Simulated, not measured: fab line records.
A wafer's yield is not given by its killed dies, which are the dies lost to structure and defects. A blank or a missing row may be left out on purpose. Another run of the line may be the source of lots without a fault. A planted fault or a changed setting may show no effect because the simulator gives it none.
Chamber matching || flow nand harc || rie diel-13 running NHARC_P_ZERO_WELL_ETCH_65: 4 sister chambers
The step etches the open film in N2/H2, target depth 80 nm, overetch 24 nm, time 87.88 s. 20 wafers are shown with their chamber, then 10 later ones without.

## WAFERS, EACH WITH ITS CHAMBER
{"wafer": "L078.2", "chamber": 0, "drypump motor current A (A)": 6.4, "showerhead plenum p Torr (Torr)": 1.97, "rf vpp V (V)": 430.2}
{"wafer": "L078.3", "chamber": 2, "drypump motor current A (A)": 5.8, "showerhead plenum p Torr (Torr)": 1.98, "rf vpp V (V)": 428.3}
{"wafer": "L078.5", "chamber": 1, "drypump motor current A (A)": 5.2, "showerhead plenum p Torr (Torr)": 2.06, "rf vpp V (V)": 430.1}
{"wafer": "L079.2", "chamber": 2, "drypump motor current A (A)": 5.7, "showerhead plenum p Torr (Torr)": 1.98, "rf vpp V (V)": 428.9}
{"wafer": "L079.3", "chamber": 3, "drypump motor current A (A)": 5.0, "showerhead plenum p Torr (Torr)": 2.16, "rf vpp V (V)": 433.9}
{"wafer": "L079.5", "chamber": 1, "drypump motor current A (A)": 5.2, "showerhead plenum p Torr (Torr)": 2.06, "rf vpp V (V)": 431.2}
{"wafer": "L080.1", "chamber": 1, "drypump motor current A (A)": 5.2, "showerhead plenum p Torr (Torr)": 2.06, "rf vpp V (V)": 431.6}
{"wafer": "L080.2", "chamber": 2, "drypump motor current A (A)": 5.8, "showerhead plenum p Torr (Torr)": 1.98, "rf vpp V (V)": 429.5}
{"wafer": "L080.5", "chamber": 1, "drypump motor current A (A)": 5.2, "showerhead plenum p Torr (Torr)": 2.06, "rf vpp V (V)": 433.5}
{"wafer": "L082.1", "chamber": 2, "drypump motor current A (A)": 5.8, "showerhead plenum p Torr (Torr)": 1.98, "rf vpp V (V)": 428.9}
{"wafer": "L082.4", "chamber": 1, "drypump motor current A (A)": 5.2, "showerhead plenum p Torr (Torr)": 2.05, "rf vpp V (V)": 431.8}
{"wafer": "L082.6", "chamber": 3, "drypump motor current A (A)": 5.0, "showerhead plenum p Torr (Torr)": 2.16, "rf vpp V (V)": 433.0}
{"wafer": "L084.1", "chamber": 2, "drypump motor current A (A)": 5.8, "showerhead plenum p Torr (Torr)": 1.97, "rf vpp V (V)": 429.5}
{"wafer": "L084.4", "chamber": 2, "drypump motor current A (A)": 5.7, "showerhead plenum p Torr (Torr)": 1.97, "rf vpp V (V)": 429.5}
{"wafer": "L084.5", "chamber": 1, "drypump motor current A (A)": 5.2, "showerhead plenum p Torr (Torr)": 2.05, "rf vpp V (V)": 431.5}
{"wafer": "L087.2", "chamber": 1, "drypump motor current A (A)": 5.2, "showerhead plenum p Torr (Torr)": 2.05, "rf vpp V (V)": 430.5}
{"wafer": "L087.3", "chamber": 0, "drypump motor current A (A)": 6.5, "showerhead plenum p Torr (Torr)": 1.96, "rf vpp V (V)": 429.1}
{"wafer": "L087.4", "chamber": 2, "drypump motor current A (A)": 5.7, "showerhead plenum p Torr (Torr)": 1.97, "rf vpp V (V)": 429.3}
{"wafer": "L090.4", "chamber": 2, "drypump motor current A (A)": 5.7, "showerhead plenum p Torr (Torr)": 1.97, "rf vpp V (V)": 427.3}
{"wafer": "L090.5", "chamber": 1, "drypump motor current A (A)": 5.2, "showerhead plenum p Torr (Torr)": 2.04, "rf vpp V (V)": 433.1}

SIGNATURES (averages over the wafers above)
{"reading": "drypump motor current A", "chamber 0": 6.450, "chamber 1": 5.200, "chamber 2": 5.750, "chamber 3": 5.000, "scatter within a chamber": 0.0395}
{"reading": "showerhead plenum p Torr", "chamber 0": 1.9650, "chamber 1": 2.0537, "chamber 2": 1.9750, "chamber 3": 2.1600, "scatter within a chamber": 0.00631}
{"reading": "rf vpp V", "chamber 0": 429.650, "chamber 1": 431.663, "chamber 2": 428.900, "chamber 3": 433.450, "scatter within a chamber": 0.957}
Rule: a wafer lies at a distance from a chamber equal to the root of the sum of squares, over the readings, of (its reading less the chamber's mean, divided by the reading's scatter). If the next closest chamber is less than 2 further off than the closest, the wafer can't be placed; otherwise it belongs to the closest. How the scatter is found: for the shown wafers, subtract from each reading the mean of its chamber, square and add these, divide the total by (wafers less chambers), then take the root.

## WAFERS WHOSE CHAMBER IS MISSING
{"wafer": "L090.6", "drypump motor current A (A)": 6.5, "showerhead plenum p Torr (Torr)": 1.96, "rf vpp V (V)": 427.3}
{"wafer": "L093.1", "drypump motor current A (A)": 5.8, "showerhead plenum p Torr (Torr)": 1.96, "rf vpp V (V)": 428.8}
{"wafer": "L093.5", "drypump motor current A (A)": 5.0, "showerhead plenum p Torr (Torr)": 2.15, "rf vpp V (V)": 434.4}
{"wafer": "L093.6", "drypump motor current A (A)": 5.8, "showerhead plenum p Torr (Torr)": 1.96, "rf vpp V (V)": 427.7}
{"wafer": "L095.1", "drypump motor current A (A)": 5.8, "showerhead plenum p Torr (Torr)": 1.96, "rf vpp V (V)": 427.9}
{"wafer": "L095.4", "drypump motor current A (A)": 5.0, "showerhead plenum p Torr (Torr)": 2.14, "rf vpp V (V)": 432.3}
{"wafer": "L095.5", "drypump motor current A (A)": 5.2, "showerhead plenum p Torr (Torr)": 2.04, "rf vpp V (V)": 431.0}
{"wafer": "L097.1", "drypump motor current A (A)": 5.7, "showerhead plenum p Torr (Torr)": 1.96, "rf vpp V (V)": 426.3}
{"wafer": "L097.2", "drypump motor current A (A)": 5.2, "showerhead plenum p Torr (Torr)": 2.04, "rf vpp V (V)": 431.2}
{"wafer": "L097.6", "drypump motor current A (A)": 5.2, "showerhead plenum p Torr (Torr)": 2.04, "rf vpp V (V)": 430.3}

## WHICH CHAMBER EACH WENT THROUGH
{"wafer": "L090.6", "from the rows above": 0, "in truth": 0}
{"wafer": "L093.1", "from the rows above": 2, "in truth": 2}
{"wafer": "L093.5", "from the rows above": 3, "in truth": 3}
{"wafer": "L093.6", "from the rows above": 2, "in truth": 2}
{"wafer": "L095.1", "from the rows above": 2, "in truth": 2}
{"wafer": "L095.4", "from the rows above": 3, "in truth": 3}
{"wafer": "L095.5", "from the rows above": 1, "in truth": 1}
{"wafer": "L097.1", "from the rows above": 2, "in truth": 2}
{"wafer": "L097.2", "from the rows above": 1, "in truth": 1}
{"wafer": "L097.6", "from the rows above": 1, "in truth": 1}
Correctly placed: 10 of 10. Not placeable from these rows: 0. Wrongly placed: 0.
